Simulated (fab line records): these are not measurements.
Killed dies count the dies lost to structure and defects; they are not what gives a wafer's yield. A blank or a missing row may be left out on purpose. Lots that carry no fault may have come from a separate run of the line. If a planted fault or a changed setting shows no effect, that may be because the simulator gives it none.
Matching of chambers    flow nand-harc    NHARC_A_STAIRCASE_ETCH_444 on rie-diel-01 has 4 sister chambers
The step etches the open film in C4F8/O2, target depth 20400 nm, time 6800 s. 8 wafers are shown with their chamber, then 8 later ones without.

== EACH WAFER AND ITS CHAMBER ==
wafer   chamber  rf-vpp-V (V)  oes-product-au (a.u.)
L076.3  3        803           0.922
L079.6  1        800           0.917
L079.3  3        803           0.916
L079.4  1        799           0.915
L089.1  2        813           0.927
L089.2  0        814           0.937
L089.6  2        813           0.938
L091.3  0        813           0.977

== WAFERS WHOSE CHAMBER IS MISSING ==
wafer   rf-vpp-V (V)  oes-product-au (a.u.)
L091.4  816           0.974
L091.6  801           0.964
L093.4  814           0.958
L093.5  814           0.981
L093.6  814           0.959
L094.1  815           0.922
L094.2  813           0.924
L094.4  815           0.910

== WHICH CHAMBER EACH WENT THROUGH ==
wafer   from the rows above      in truth
L091.4  can't be placed: 0 or 2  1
L091.6  can't be placed: 1 or 3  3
L093.4  can't be placed: 0 or 2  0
L093.5  can't be placed: 0 or 2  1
L093.6  can't be placed: 0 or 2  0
L094.1  can't be placed: 0 or 2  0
L094.2  can't be placed: 2 or 0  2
L094.4  can't be placed: 2 or 0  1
Placed correctly: 0 of 8. Unplaceable from these rows: 8, with the true chamber sitting among the candidates in 5. Placed wrongly: 0.
How it was worked out, from the rows above alone: a wafer's distance from a chamber is the root of the sum, over the readings, of the square of ((its reading less the chamber's mean) divided by the reading's scatter). If the next closest chamber is less than 2 further off than the closest, the wafer can't be placed; otherwise it belongs to the closest. Each chamber's mean is taken over the wafers shown for it. The scatter: take each reading less its chamber's mean, square it, sum over the shown wafers, divide by the number of wafers less the number of chambers, and take the root.
